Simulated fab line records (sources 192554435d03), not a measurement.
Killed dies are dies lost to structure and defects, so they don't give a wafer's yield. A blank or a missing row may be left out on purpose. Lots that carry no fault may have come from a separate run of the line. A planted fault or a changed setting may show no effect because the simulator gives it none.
Split-lot trial / flow n5-finfet / 21 wafers read across 7 lots, on a route 1938 steps long

== ON THE SPLIT ==
At N5_BEOL_M9_COAT_63 (time 60 s, resist thk 60 nm), the setting spin-rpm was moved away from the recipe's 1500 rpm on 7 of the 21 wafers read, by -5.1% to +10.7%. This setting was run at the recipe's value on the other wafers.

== FROM THE SPLIT TO THE READING: what the file shows between them, 4 steps ==
- N5_BEOL_M9_COAT_64: time 60 s, resist thk 12 nm
- N5_BEOL_M9_COAT_75: time 60 s, resist thk 5 nm
- N5_BEOL_M9_ETCH_76: etches underlayer in N2/H2, target depth 6.5 nm, time 5.2 s
- N5_BEOL_M9_ETCH_65: etches SiARC in CF4, target depth 15.6 nm, time 26 s

== THE READING ==
etch.depth-nm (the simulator's own value, which no gauge read), in nm, at N5_BEOL_M9_ETCH_66 (etches SOC in N2/H2, target depth 80 nm, overetch 16 nm, time 120 s). The file does not state a usual value for it. The 14 wafers here that ran the recipe average 60.11 nm, standard deviation 0.19 nm.

wafer=L075.1; tool, chamber at the split=litho-track-04, 0; spin-rpm as run, rpm=1500; against the recipe=recipe; etch.depth-nm, nm=60.19; against lot-mates on the recipe=-
wafer=L075.2; tool, chamber at the split=litho-track-04, 0; spin-rpm as run, rpm=1500; against the recipe=recipe; etch.depth-nm, nm=60.12; against lot-mates on the recipe=-
wafer=L075.5; tool, chamber at the split=litho-track-04, 0; spin-rpm as run, rpm=1500; against the recipe=recipe; etch.depth-nm, nm=60.09; against lot-mates on the recipe=-
wafer=L082.1; tool, chamber at the split=litho-track-04, 0; spin-rpm as run, rpm=1500; against the recipe=recipe; etch.depth-nm, nm=59.97; against lot-mates on the recipe=-
wafer=L082.4; tool, chamber at the split=litho-track-04, 0; spin-rpm as run, rpm=1500; against the recipe=recipe; etch.depth-nm, nm=59.97; against lot-mates on the recipe=-
wafer=L082.2; tool, chamber at the split=litho-track-04, 0; spin-rpm as run, rpm=1500; against the recipe=recipe; etch.depth-nm, nm=60.16; against lot-mates on the recipe=-
wafer=L087.3; tool, chamber at the split=litho-track-02, 0; spin-rpm as run, rpm=1500; against the recipe=recipe; etch.depth-nm, nm=60.15; against lot-mates on the recipe=-
wafer=L087.5; tool, chamber at the split=litho-track-02, 0; spin-rpm as run, rpm=1423; against the recipe=-5.1%; etch.depth-nm, nm=61.69; against lot-mates on the recipe=+1.54
wafer=L087.6; tool, chamber at the split=litho-track-02, 0; spin-rpm as run, rpm=1423; against the recipe=-5.1%; etch.depth-nm, nm=61.83; against lot-mates on the recipe=+1.68
wafer=L091.3; tool, chamber at the split=litho-track-02, 0; spin-rpm as run, rpm=1574; against the recipe=+4.9%; etch.depth-nm, nm=59.05; against lot-mates on the recipe=-1.40
wafer=L091.4; tool, chamber at the split=litho-track-02, 0; spin-rpm as run, rpm=1574; against the recipe=+4.9%; etch.depth-nm, nm=59.05; against lot-mates on the recipe=-1.40
wafer=L091.5; tool, chamber at the split=litho-track-02, 0; spin-rpm as run, rpm=1500; against the recipe=recipe; etch.depth-nm, nm=60.45; against lot-mates on the recipe=-
wafer=L090.4; tool, chamber at the split=litho-track-04, 0; spin-rpm as run, rpm=1636; against the recipe=+9.1%; etch.depth-nm, nm=57.56; against lot-mates on the recipe=-2.58
wafer=L090.5; tool, chamber at the split=litho-track-04, 0; spin-rpm as run, rpm=1500; against the recipe=recipe; etch.depth-nm, nm=60.1; against lot-mates on the recipe=-
wafer=L090.6; tool, chamber at the split=litho-track-04, 0; spin-rpm as run, rpm=1500; against the recipe=recipe; etch.depth-nm, nm=60.18; against lot-mates on the recipe=-
wafer=L092.1; tool, chamber at the split=litho-track-04, 0; spin-rpm as run, rpm=1500; against the recipe=recipe; etch.depth-nm, nm=59.56; against lot-mates on the recipe=-
wafer=L092.4; tool, chamber at the split=litho-track-04, 0; spin-rpm as run, rpm=1660; against the recipe=+10.7%; etch.depth-nm, nm=56.72; against lot-mates on the recipe=-2.84
wafer=L092.5; tool, chamber at the split=litho-track-04, 0; spin-rpm as run, rpm=1660; against the recipe=+10.7%; etch.depth-nm, nm=56.74; against lot-mates on the recipe=-2.82
wafer=L097.3; tool, chamber at the split=litho-track-02, 0; spin-rpm as run, rpm=1500; against the recipe=recipe; etch.depth-nm, nm=60.07; against lot-mates on the recipe=-
wafer=L097.4; tool, chamber at the split=litho-track-02, 0; spin-rpm as run, rpm=1500; against the recipe=recipe; etch.depth-nm, nm=60.31; against lot-mates on the recipe=-
wafer=L097.5; tool, chamber at the split=litho-track-02, 0; spin-rpm as run, rpm=1500; against the recipe=recipe; etch.depth-nm, nm=60.22; against lot-mates on the recipe=-

THE FIT
A straight line over all 21 wafers: etch.depth-nm changes by -0.301 nm for each +1% of spin-rpm; r = -0.99; the points scatter about the line by 0.23 nm.
The same after taking each lot's own level away (the mean of its wafers on the recipe; 21 wafers): -0.28 nm for each +1%; r = -1.00; scatter 0.094 nm.
The reading moves by 3 nm for the largest change in spin-rpm, on that fit.
The span of the lots' own levels, 59.560 to 60.450 nm, comes to 4.6 times the standard deviation stated above.
The two slopes are in agreement: the lot-to-lot level therefore moves the slope only a little.
Check: for one of the wafers moved furthest among these (+10.7%), held out of the fit, the line's prediction against its lot-mates is -3 nm. Against them it came out at -2.84 nm.

== ADDITIONAL SPLITS CARRIED BY THESE WAFERS ==
Other splits were also applied to these wafers ahead of the reading. Each is held against what the fit with the lots' levels taken away leaves over:
other split on the same wafers=N5_BEOL_M6_ALD_77 ald-cycles; wafers away from the commonest value=6; r with etch.depth-nm (lot level and that fit taken away)=-0.29
other split on the same wafers=N5_BEOL_M7_ETCH_66 time-s; wafers away from the commonest value=3; r with etch.depth-nm (lot level and that fit taken away)=+0.01
other split on the same wafers=N5_BEOL_M8_ETCH_61 bias-w; wafers away from the commonest value=6; r with etch.depth-nm (lot level and that fit taken away)=-0.03

== THE WHOLE CHAIN: every reading that the file lists as answering this split, in the file's order ==
step=N5_BEOL_M9_COAT_63; what it does=time 60 s, resist thk 60 nm; reading=SOC_of_BEOL_M9_COAT_63.thk-nm (the simulator's own value, which no gauge read); change (the file's fit)=-0.272 nm for each +1% of the setting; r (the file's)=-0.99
step=N5_BEOL_M9_ETCH_66; what it does=etches SOC in N2/H2, target depth 80 nm, overetch 16 nm, time 120 s; reading=etch.depth-nm (the simulator's own value, which no gauge read); change (the file's fit)=-0.279 nm for each +1% of the setting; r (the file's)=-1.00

== THE FILE'S OWN FIT ==
etch.depth-nm changes by -0.279 nm for each +1% of spin-rpm, r = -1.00.
